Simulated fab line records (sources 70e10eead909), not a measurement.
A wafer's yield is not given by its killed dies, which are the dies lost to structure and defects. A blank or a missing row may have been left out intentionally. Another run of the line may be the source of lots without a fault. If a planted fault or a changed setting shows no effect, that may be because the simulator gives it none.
fab line records	flow nandHarc
record: lots: 24	wafers: 72	lastDay: 24
route steps=1159 shown A_WL_FILL@824 A_CONTACT@863
lots that met no fault: taken from a fault-free run of the same line
startH: start of the lot's first displayed wafer, in hours after the record's first day	waitH: hours elapsed since this lot's preceding step	" unchanged from the row above	L1.1+2: several wafers, shown together as one row	- no value, or no start given	* or withheld: withheld	< > ~ a bound
route shown NAME@n: a module of which the file shows steps, and the number in the route of the first	usual: average and standard deviation across the fault-free wafers	same: alike in all rows	chamber/n: place in a boat	sites: readings site by site	_std_site: standard deviation across them	_edge_site: outer sites' mean less inner sites'	radiusMm: how far each site lies from the wafer's centre	mask NAME#n: copy n	behind: tool/chamber where the wafer was last shaped	hold: the reason the lot was held/the length of the hold in hours/how it ended	device: transistor that didn't switch, given as n, p or np	end of line: the tests these same wafers got at the end of their route	a step without rows: its recipe alone	killed: the dies lost at the first sort to structure and to defects; this is not the yield of the wafer	map: per-die view of a wafer (x killed, . not killed, _ where there is no die)
set.NAME: setting as actually run; set.NAME@STEP: the setting as run at that earlier step	model.NAME: the simulator's own value behind a step, which no gauge read
the route's steps for a sample of lots (tables are steps, rows are wafers)
services: from which hour (startH, from the record's first day; less than 0 if before it) a tool's chamber was out of use, for how many hours, and why
== steps ==
step: NHARC_A_WL_FILL_STRIP_29
recipe: timeS: 20	o2FlowSccm: 500	arFlowSccm: 0	biasW: 0	chemistry: O2
usual: drypumpMotorCurrentA: 5.4/0.31	oesProductAu: 1.002/0.011	rfVppV: 57.7/0.92	showerheadPlenumPTorr: 3.49/0.11	throttleValvePct: 17.037/0.01
lot.wafer	tool	chamber	startH	waitH	drypumpMotorCurrentA	oesProductAu	rfHoursCounterH	rfVppV	showerheadPlenumPTorr	throttleValvePct
L074.2	rieDiel-10	2	350.04	0.1	5.3	1.016	12.2	57.6	3.48	17.018
L074.1	"	3	"	"	5.5	1.013	11.2	57.5	3.40	17.039
L074.6	"	0	"	"	5.5	1.009	-	58.0	3.47	17.034
L075.2	rieDiel-09	2	350.10	0.1	5.0	0.986	4.0	59.1	3.50	17.041
L075.1	"	3	"	"	5.1	1.007	3.5	57.1	3.42	17.032
L075.6	"	2	"	"	5.0	1.003	-	57.7	3.50	17.042
L078.1	rieDiel-10	3	363.39	0.1	5.5	1.022	0.0	58.2	3.40	17.025
L078.2	"	0	"	"	5.5	1.020	0.0	57.4	3.47	17.035
L078.5	"	2	"	"	5.3	1.000	-	58.7	3.48	17.032
L077.3	rieDiel-11	0	363.52	0.1	5.8	0.996	4.1	57.1	3.48	17.049
L077.4	"	1	"	"	5.5	1.004	3.7	58.1	3.31	17.032
L077.5	"	3	"	"	5.0	0.985	-	57.1	3.58	17.034
L076.1	rieDiel-09	2	368.00	0.1	5.0	0.986	4.5	57.5	3.50	17.055
L076.4	"	0	"	"	4.9	0.992	3.6	57.0	3.32	17.032
L076.5	"	2	"	"	5.0	0.983	-	58.5	3.50	17.025
L080.4	rieDiel-09	0	378.87	0.1	4.9	0.995	3.7	56.8	3.32	17.058
L080.1	"	2	"	"	5.0	0.991	4.8	58.4	3.50	17.042
L080.6	"	1	"	"	6.1	1.004	-	57.6	3.54	17.044
L079.3	rieDiel-09	2	379.89	0.1	5.0	0.996	4.8	57.5	3.50	17.041
L079.5	"	3	"	"	5.2	1.019	-	56.9	3.42	17.037
L079.6	"	0	"	"	4.9	0.990	-	57.3	3.32	17.020
L083.2	rieDiel-09	2	383.89	0.1	5.0	0.981	4.8	58.7	3.50	17.035
L083.6	"	0	"	"	4.9	0.982	-	58.3	3.32	17.027
L083.5	"	1	"	"	6.1	1.004	-	57.6	3.54	17.027
L082.3	rieDiel-09	0	386.73	0.1	5.0	0.991	3.8	57.1	3.32	17.031
L082.1	"	2	"	"	5.0	0.999	4.8	56.4	3.50	17.042
L082.5	"	3	"	"	5.1	1.007	-	58.8	3.42	17.045
L081.2	rieDiel-11	2	408.52	0.1	5.5	1.003	0.8	56.8	3.65	17.042
L081.1	"	1	"	"	5.5	1.003	0.7	56.2	3.31	17.043
L081.5	"	2	"	"	5.6	0.996	-	56.6	3.66	17.023
L085.1	rieDiel-10	0	408.55	0.1	5.5	1.001	2.8	58.4	3.47	17.046
L085.5	"	2	"	"	5.4	0.998	-	57.8	3.47	17.012
L085.6	"	3	"	"	5.5	1.006	-	58.9	3.40	17.028
L084.4	rieDiel-11	2	414.34	0.1	5.6	1.019	0.8	58.4	3.65	17.036
L084.1	"	3	"	"	5.1	0.980	0.9	57.7	3.57	17.029
L084.5	"	0	"	"	5.8	0.997	-	56.5	3.48	17.053
L087.3	rieDiel-10	0	421.63	0.1	5.5	1.011	3.2	57.1	3.47	17.055
L087.1	"	2	"	"	5.3	1.004	3.3	58.0	3.47	17.047
L087.5	"	1	"	"	5.2	1.020	-	57.1	3.71	17.030
L086.4	rieDiel-11	0	424.55	0.5	5.7	1.009	1.3	57.7	3.48	17.037
L086.2	"	1	"	"	5.5	1.011	1.2	56.7	3.31	17.041
L086.1	"	3	"	"	5.1	0.978	1.3	58.7	3.58	17.044
L089.4	rieDiel-10	1	432.78	0.1	5.1	1.017	4.1	57.4	3.71	17.045
L089.6	"	3	"	"	5.5	1.003	-	56.7	3.40	17.034
L089.5	"	0	"	"	5.5	1.006	-	57.9	3.47	17.052
L088.4	rieDiel-11	0	435.88	0.1	5.8	1.007	1.6	57.0	3.48	17.041
L088.2	"	1	"	"	5.5	1.020	1.5	56.2	3.31	17.044
L088.6	"	2	"	"	5.6	1.006	-	59.3	3.65	17.041
L090.4	rieDiel-09	3	443.77	0.1	5.2	1.000	0.0	58.7	3.42	17.013
L090.2	"	0	"	"	4.9	1.003	0.0	57.7	3.32	17.018
L090.6	"	2	"	"	5.0	1.016	-	58.4	3.50	17.042
L091.1	rieDiel-10	3	444.14	0.1	5.5	1.015	4.1	57.7	3.40	17.034
L091.3	"	1	"	"	5.1	1.014	5.6	59.1	3.71	17.041
L091.6	"	0	"	"	5.5	1.004	-	59.0	3.47	17.043
L093.2	rieDiel-10	3	449.91	0.1	5.5	1.006	4.3	56.3	3.40	17.035
L093.3	"	0	"	"	5.5	0.999	5.3	56.7	3.47	17.046
L093.1	"	1	"	"	5.2	1.011	5.7	58.9	3.71	17.039
L092.3	rieDiel-11	0	455.71	0.1	5.8	1.008	2.0	58.0	3.48	17.046
L092.1	"	1	"	"	5.5	1.003	1.9	59.3	3.31	17.044
L092.5	"	1	"	"	5.5	1.004	-	57.5	3.31	17.039
L094.4	rieDiel-11	1	459.11	0.1	5.5	1.013	1.9	56.2	3.31	17.054
L094.3	"	3	"	"	5.1	0.995	2.2	56.6	3.57	17.035
L094.6	"	1	"	"	5.5	1.007	-	59.5	3.31	17.031
L095.3	rieDiel-10	2	459.14	0.1	5.3	0.991	5.0	58.7	3.47	17.021
L095.5	"	2	"	"	5.3	0.990	-	57.3	3.47	17.052
L095.6	"	3	"	"	5.5	1.001	-	56.3	3.40	17.023
L097.2	rieDiel-11	3	476.44	0.1	5.0	0.988	2.6	58.3	3.57	17.029
L097.1	"	1	"	"	5.5	1.012	2.4	58.2	3.31	17.038
L097.6	"	2	"	"	5.6	1.006	-	60.2	3.65	17.068
L096.1	rieDiel-11	2	486.00	0.1	5.6	1.005	2.8	56.8	3.65	17.035
L096.4	"	3	"	"	5.1	0.995	2.9	58.3	3.57	17.025
L096.6	"	1	"	"	5.5	1.017	-	56.6	3.31	17.039
step: NHARC_A_CONTACT_ETCH_112
recipe: sourceW: withheld	pressureMtorr: 20	biasV: 3000	timeS: 94	targetDepthA: 9220	arFlowSccm: withheld	c4f8FlowSccm: withheld	o2FlowSccm: withheld	chemistry: C4F8/O2/Ar
lot.wafer	tool	chamber	startH	waitH	rfHoursCounterH
L075.1	harCapEtch-02	1	369.75	0.2	7
L075.2	"	0	"	"	7
L075.6	"	1	"	"	-
L074.2	harCapEtch-01	0	372.03	0.2	58
L074.1	"	1	"	"	58
L074.6	"	0	"	"	-
L077.4	harCapEtch-03	1	384.26	0.1	-
L077.3	"	0	"	"	-
L077.5	"	0	"	"	-
L078.2	harCapEtch-01	0	385.38	0.2	62
L078.1	"	1	"	"	62
L078.5	"	1	"	"	-
L076.1	harCapEtch-03	1	388.57	0.1	84
L076.4	"	1	"	"	-
L076.5	"	1	"	"	-
L080.1	harCapEtch-03	1	396.18	0.1	85
L080.4	"	0	"	"	-
L080.6	"	1	"	"	-
L079.3	harCapEtch-02	1	401.21	0.1	-
L079.5	"	1	"	"	-
L079.6	"	0	"	"	-
L083.2	harCapEtch-02	1	407.59	0.1	15
L083.5	"	0	"	"	-
L083.6	"	1	"	"	-
L082.1	harCapEtch-02	1	413.18	0.2	16
L082.3	"	1	"	"	-
L082.5	"	1	"	"	-
L085.1	harCapEtch-01	1	425.59	0.1	68
L085.6	"	0	"	"	-
L085.5	"	1	"	"	-
L081.1	harCapEtch-03	0	426.95	0.2	90
L081.2	"	1	"	"	90
L081.5	"	1	"	"	-
L084.1	harCapEtch-03	0	434.29	0.1	91
L084.4	"	1	"	"	-
L084.5	"	0	"	"	-
L087.1	harCapEtch-03	0	440.33	0.1	93
L087.3	"	1	"	"	-
L087.5	"	0	"	"	-
L086.2	harCapEtch-03	0	442.84	0.2	94
L086.1	"	1	"	"	94
L086.4	"	0	"	"	-
L089.4	harCapEtch-01	1	451.90	0.2	-
L089.6	"	1	"	"	-
L089.5	"	0	"	"	-
L088.2	harCapEtch-01	0	457.89	0.2	75
L088.4	"	1	"	"	-
L088.6	"	0	"	"	-
L090.2	harCapEtch-03	1	463.07	0.1	97
L090.4	"	0	"	"	-
L090.6	"	0	"	"	-
L091.1	harCapEtch-01	1	465.22	0.2	76
L091.3	"	1	"	"	-
L091.6	"	0	"	"	-
L093.1	harCapEtch-02	1	468.48	0.2	26
L093.2	"	0	"	"	26
L093.3	"	1	"	"	-
L092.1	harCapEtch-03	0	473.37	0.1	100
L092.3	"	1	"	"	-
L092.5	"	0	"	"	-
L095.3	harCapEtch-03	1	478.72	0.1	-
L095.6	"	0	"	"	-
L095.5	"	1	"	"	-
L094.4	harCapEtch-03	1	482.40	0.1	-
L094.3	"	0	"	"	-
L094.6	"	1	"	"	-
L097.1	harCapEtch-02	1	497.38	0.2	32
L097.2	"	0	"	"	32
L097.6	"	0	"	"	-
L096.1	harCapEtch-01	0	503.58	0.1	83
L096.4	"	1	"	"	-
L096.6	"	1	"	"	-
step: NHARC_A_CONTACT_ETCH_114
recipe: sourceW: withheld	pressureMtorr: 20	biasV: 3000	timeS: 94	targetDepthA: 9220	arFlowSccm: withheld	c4f8FlowSccm: withheld	o2FlowSccm: withheld	chemistry: C4F8/O2/Ar
lot.wafer	tool	chamber	startH	waitH	rfHoursCounterH
L075.1	harCapEtch-02	1	369.93	0.1	7
L075.2	"	0	"	"	7
L075.6	"	1	"	"	-
L074.2	harCapEtch-01	0	372.21	0.1	58
L074.1	"	1	"	"	58
L074.6	"	0	"	"	-
L077.4	harCapEtch-03	1	384.44	0.1	-
L077.3	"	0	"	"	-
L077.5	"	0	"	"	-
L078.2	harCapEtch-01	0	385.56	0.1	62
L078.1	"	1	"	"	62
L078.5	"	1	"	"	-
L076.1	harCapEtch-03	1	388.75	0.1	84
L076.4	"	1	"	"	-
L076.5	"	1	"	"	-
L080.1	harCapEtch-03	1	396.36	0.1	85
L080.4	"	0	"	"	-
L080.6	"	1	"	"	-
L079.3	harCapEtch-02	1	401.39	0.1	-
L079.5	"	1	"	"	-
L079.6	"	0	"	"	-
L083.2	harCapEtch-02	1	407.77	0.1	15
L083.5	"	0	"	"	-
L083.6	"	1	"	"	-
L082.1	harCapEtch-02	1	413.36	0.1	17
L082.3	"	1	"	"	-
L082.5	"	1	"	"	-
L085.1	harCapEtch-01	1	425.78	0.1	68
L085.6	"	0	"	"	-
L085.5	"	1	"	"	-
L081.1	harCapEtch-03	0	427.13	0.1	90
L081.2	"	1	"	"	90
L081.5	"	1	"	"	-
L084.1	harCapEtch-03	0	434.47	0.1	91
L084.4	"	1	"	"	-
L084.5	"	0	"	"	-
L087.1	harCapEtch-03	0	440.51	0.1	93
L087.3	"	1	"	"	-
L087.5	"	0	"	"	-
L086.2	harCapEtch-03	0	443.02	0.1	94
L086.1	"	1	"	"	94
L086.4	"	0	"	"	-
L089.4	harCapEtch-01	1	452.14	0.1	-
L089.6	"	1	"	"	-
L089.5	"	0	"	"	-
L088.2	harCapEtch-01	0	458.13	0.1	75
L088.4	"	1	"	"	-
L088.6	"	0	"	"	-
L090.2	harCapEtch-03	1	463.25	0.1	97
L090.4	"	0	"	"	-
L090.6	"	0	"	"	-
L091.1	harCapEtch-01	1	465.46	0.1	76
L091.3	"	1	"	"	-
L091.6	"	0	"	"	-
L093.1	harCapEtch-02	1	468.66	0.1	26
L093.2	"	0	"	"	26
L093.3	"	1	"	"	-
L092.1	harCapEtch-03	0	473.55	0.1	100
L092.3	"	1	"	"	-
L092.5	"	0	"	"	-
L095.3	harCapEtch-03	1	478.90	0.1	-
L095.6	"	0	"	"	-
L095.5	"	1	"	"	-
L094.4	harCapEtch-03	1	482.58	0.1	-
L094.3	"	0	"	"	-
L094.6	"	1	"	"	-
L097.1	harCapEtch-02	1	497.56	0.1	32
L097.2	"	0	"	"	32
L097.6	"	0	"	"	-
L096.1	harCapEtch-01	0	503.76	0.1	83
L096.4	"	1	"	"	-
L096.6	"	1	"	"	-
step: NHARC_A_CONTACT_ETCH_115
recipe: sourceW: withheld	pressureMtorr: 20	biasV: 3000	timeS: 94	targetDepthA: 9220	arFlowSccm: withheld	c4f8FlowSccm: withheld	o2FlowSccm: withheld	chemistry: C4F8/O2/Ar
lot.wafer	tool	chamber	startH	waitH	rfHoursCounterH
L075.1	harCapEtch-02	1	370.02	0.1	7
L075.2	"	0	"	"	7
L075.6	"	1	"	"	-
L074.2	harCapEtch-01	0	372.30	0.1	58
L074.1	"	1	"	"	58
L074.6	"	0	"	"	-
L077.4	harCapEtch-03	1	384.54	0.1	-
L077.3	"	0	"	"	-
L077.5	"	0	"	"	-
L078.2	harCapEtch-01	0	385.65	0.1	62
L078.1	"	1	"	"	62
L078.5	"	1	"	"	-
L076.1	harCapEtch-03	1	388.84	0.1	84
L076.4	"	1	"	"	-
L076.5	"	1	"	"	-
L080.1	harCapEtch-03	1	396.46	0.1	85
L080.4	"	0	"	"	-
L080.6	"	1	"	"	-
L079.3	harCapEtch-02	1	401.48	0.1	-
L079.5	"	1	"	"	-
L079.6	"	0	"	"	-
L083.2	harCapEtch-02	1	407.86	0.1	15
L083.5	"	0	"	"	-
L083.6	"	1	"	"	-
L082.1	harCapEtch-02	1	413.45	0.1	17
L082.3	"	1	"	"	-
L082.5	"	1	"	"	-
L085.1	harCapEtch-01	1	425.87	0.1	68
L085.6	"	0	"	"	-
L085.5	"	1	"	"	-
L081.1	harCapEtch-03	0	427.22	0.1	90
L081.2	"	1	"	"	90
L081.5	"	1	"	"	-
L084.1	harCapEtch-03	0	434.56	0.1	92
L084.4	"	1	"	"	-
L084.5	"	0	"	"	-
L087.1	harCapEtch-03	0	440.60	0.1	93
L087.3	"	1	"	"	-
L087.5	"	0	"	"	-
L086.2	harCapEtch-03	0	443.11	0.1	94
L086.1	"	1	"	"	94
L086.4	"	0	"	"	-
L089.4	harCapEtch-01	1	452.26	0.1	-
L089.6	"	1	"	"	-
L089.5	"	0	"	"	-
L088.2	harCapEtch-01	0	458.26	0.1	75
L088.4	"	1	"	"	-
L088.6	"	0	"	"	-
L090.2	harCapEtch-03	1	463.34	0.1	97
L090.4	"	0	"	"	-
L090.6	"	0	"	"	-
L091.1	harCapEtch-01	1	465.58	0.1	76
L091.3	"	1	"	"	-
L091.6	"	0	"	"	-
L093.1	harCapEtch-02	1	468.75	0.1	26
L093.2	"	0	"	"	26
L093.3	"	1	"	"	-
L092.1	harCapEtch-03	0	473.64	0.1	100
L092.3	"	1	"	"	-
L092.5	"	0	"	"	-
L095.3	harCapEtch-03	1	478.99	0.1	-
L095.6	"	0	"	"	-
L095.5	"	1	"	"	-
L094.4	harCapEtch-03	1	482.67	0.1	-
L094.3	"	0	"	"	-
L094.6	"	1	"	"	-
L097.1	harCapEtch-02	1	497.65	0.1	32
L097.2	"	0	"	"	32
L097.6	"	0	"	"	-
L096.1	harCapEtch-01	0	503.85	0.1	83
L096.4	"	1	"	"	-
L096.6	"	1	"	"	-
step: NHARC_A_CONTACT_ETCH_116
recipe: sourceW: withheld	pressureMtorr: 20	biasV: 3000	timeS: 94	targetDepthA: 9220	arFlowSccm: withheld	c4f8FlowSccm: withheld	o2FlowSccm: withheld	chemistry: C4F8/O2/Ar
lot.wafer	tool	chamber	startH	waitH	rfHoursCounterH
L075.1	harCapEtch-02	1	370.11	0.1	7
L075.2	"	0	"	"	7
L075.6	"	1	"	"	-
L074.2	harCapEtch-01	0	372.39	0.1	59
L074.1	"	1	"	"	59
L074.6	"	0	"	"	-
L077.4	harCapEtch-03	1	384.63	0.1	-
L077.3	"	0	"	"	-
L077.5	"	0	"	"	-
L078.2	harCapEtch-01	0	385.74	0.1	62
L078.1	"	1	"	"	62
L078.5	"	1	"	"	-
L076.1	harCapEtch-03	1	388.93	0.1	84
L076.4	"	1	"	"	-
L076.5	"	1	"	"	-
L080.1	harCapEtch-03	1	396.55	0.1	85
L080.4	"	0	"	"	-
L080.6	"	1	"	"	-
L079.3	harCapEtch-02	1	401.57	0.1	-
L079.5	"	1	"	"	-
L079.6	"	0	"	"	-
L083.2	harCapEtch-02	1	407.95	0.1	15
L083.5	"	0	"	"	-
L083.6	"	1	"	"	-
L082.1	harCapEtch-02	1	413.54	0.1	17
L082.3	"	1	"	"	-
L082.5	"	1	"	"	-
L085.1	harCapEtch-01	1	425.96	0.1	68
L085.6	"	0	"	"	-
L085.5	"	1	"	"	-
L081.1	harCapEtch-03	0	427.31	0.1	90
L081.2	"	1	"	"	90
L081.5	"	1	"	"	-
L084.1	harCapEtch-03	0	434.65	0.1	92
L084.4	"	1	"	"	-
L084.5	"	0	"	"	-
L087.1	harCapEtch-03	0	440.69	0.1	93
L087.3	"	1	"	"	-
L087.5	"	0	"	"	-
L086.2	harCapEtch-03	0	443.20	0.1	94
L086.1	"	1	"	"	94
L086.4	"	0	"	"	-
L089.4	harCapEtch-01	1	452.39	0.1	-
L089.6	"	1	"	"	-
L089.5	"	0	"	"	-
L088.2	harCapEtch-01	0	458.37	0.1	75
L088.4	"	1	"	"	-
L088.6	"	0	"	"	-
L090.2	harCapEtch-03	1	463.43	0.1	97
L090.4	"	0	"	"	-
L090.6	"	0	"	"	-
L091.1	harCapEtch-01	1	465.70	0.1	76
L091.3	"	1	"	"	-
L091.6	"	0	"	"	-
L093.1	harCapEtch-02	1	468.84	0.1	26
L093.2	"	0	"	"	26
L093.3	"	1	"	"	-
L092.1	harCapEtch-03	0	473.73	0.1	100
L092.3	"	1	"	"	-
L092.5	"	0	"	"	-
L095.3	harCapEtch-03	1	479.09	0.1	-
L095.6	"	0	"	"	-
L095.5	"	1	"	"	-
L094.4	harCapEtch-03	1	482.76	0.1	-
L094.3	"	0	"	"	-
L094.6	"	1	"	"	-
L097.1	harCapEtch-02	1	497.74	0.1	32
L097.2	"	0	"	"	32
L097.6	"	0	"	"	-
L096.1	harCapEtch-01	0	503.94	0.1	83
L096.4	"	1	"	"	-
L096.6	"	1	"	"	-
step: NHARC_A_CONTACT_CD_MEAS_53
usual: cdNm: 189.4/0.81
lot.wafer	tool	chamber	startH	waitH	cdNm
L075.1	cdSem-01	-	371.56	-	189.2
L075.2	"	-	"	"	189.2
L075.6	"	-	"	"	189.4
L074.1	cdSem-03	-	373.85	-	189.4
L074.2	"	-	"	"	189.4
L074.6	"	-	"	"	189.3
L077.3	cdSem-02	-	386.09	-	186.9
L077.4	"	-	"	"	187.2
L077.5	"	-	"	"	187.3
L078.1	cdSem-03	-	387.20	-	188.9
L078.2	"	-	"	"	189.3
L078.5	"	-	"	"	189.2
L076.1	cdSem-01	-	390.42	-	189.4
L076.4	"	-	"	"	189.5
L076.5	"	-	"	"	189.4
L080.1	cdSem-01	-	398.15	-	189.3
L080.4	"	-	"	"	188.8
L080.6	"	-	"	"	188.4
L079.3	cdSem-02	-	403.06	-	190.2
L079.5	"	-	"	"	190.8
L079.6	"	-	"	"	189.4
L083.2	cdSem-01	-	409.39	-	190.4
L083.5	"	-	"	"	189.9
L083.6	"	-	"	"	190.4
L082.1	cdSem-03	-	415.89	-	190.1
L082.3	"	-	"	"	191.4
L082.5	"	-	"	"	190.5
L085.1	cdSem-01	-	427.41	-	189.6
L085.5	"	-	"	"	189.8
L085.6	"	-	"	"	189.6
L081.1	cdSem-03	-	428.77	-	190.6
L081.2	"	-	"	"	190.1
L081.5	"	-	"	"	189.8
L084.1	cdSem-02	-	436.09	-	188.5
L084.4	"	-	"	"	189.4
L084.5	"	-	"	"	189.2
L087.1	cdSem-01	-	442.47	-	188.3
L087.3	"	-	"	"	189.3
L087.5	"	-	"	"	188.9
L086.1	cdSem-02	-	444.66	-	188.7
L086.2	"	-	"	"	189.7
L086.4	"	-	"	"	189.2
L089.4	cdSem-01	-	454.13	-	188.5
L089.5	"	-	"	"	188.7
L089.6	"	-	"	"	188.4
L088.2	cdSem-02	-	460.15	-	190.0
L088.4	"	-	"	"	191.4
L088.6	"	-	"	"	190.5
L090.2	cdSem-01	-	464.90	-	189.3
L090.4	"	-	"	"	189.1
L090.6	"	-	"	"	190.1
L091.1	cdSem-02	-	467.59	-	189.2
L091.3	"	-	"	"	189.3
L091.6	"	-	"	"	189.6
L093.1	cdSem-03	-	470.30	-	188.7
L093.2	"	-	"	"	190.0
L093.3	"	-	"	"	188.8
L092.1	cdSem-02	-	476.04	-	187.5
L092.3	"	-	"	"	189.4
L092.5	"	-	"	"	189.2
L095.3	cdSem-02	-	480.50	-	188.8
L095.5	"	-	"	"	189.0
L095.6	"	-	"	"	189.6
L094.3	cdSem-02	-	484.19	-	189.3
L094.4	"	-	"	"	189.4
L094.6	"	-	"	"	189.4
L097.1	cdSem-01	-	499.19	-	189.4
L097.2	"	-	"	"	189.7
L097.6	"	-	"	"	189.4
L096.1	cdSem-03	-	505.38	-	189.1
L096.4	"	-	"	"	189.8
L096.6	"	-	"	"	189.4
== services ==
tool	chamber	startH	hours	kind
rieDiel-09	0	336.09	15.1	repair
rieDiel-11	0	345.51	-	clean
rieDiel-11	1	345.51	-	clean
rieDiel-11	2	345.51	-	clean
rieDiel-11	3	345.51	-	clean
rieDiel-11	1	346.25	7.7	repair
rieDiel-10	-	353.50	9.0	pm
harCapEtch-03	-	362.89	0.4	repair
rieDiel-11	-	366.51	9.0	pm
rieDiel-11	0	366.51	9.0	ventCycle
rieDiel-11	1	366.51	12.7	ventCycle
rieDiel-11	2	366.51	9.0	ventCycle
rieDiel-11	3	366.51	9.0	ventCycle
rieDiel-10	-	369.04	0.5	repair
rieDiel-11	0	375.51	-	clean
rieDiel-11	2	375.51	-	clean
rieDiel-11	3	375.51	-	clean
rieDiel-11	0	400.01	-	clean
rieDiel-11	1	400.01	-	clean
rieDiel-11	2	400.01	-	clean
rieDiel-09	2	408.98	4.2	repair
rieDiel-10	-	426.76	0.2	repair
rieDiel-09	-	431.38	9.0	pm
rieDiel-10	2	502.32	4.0	repair
== key ==
fault none
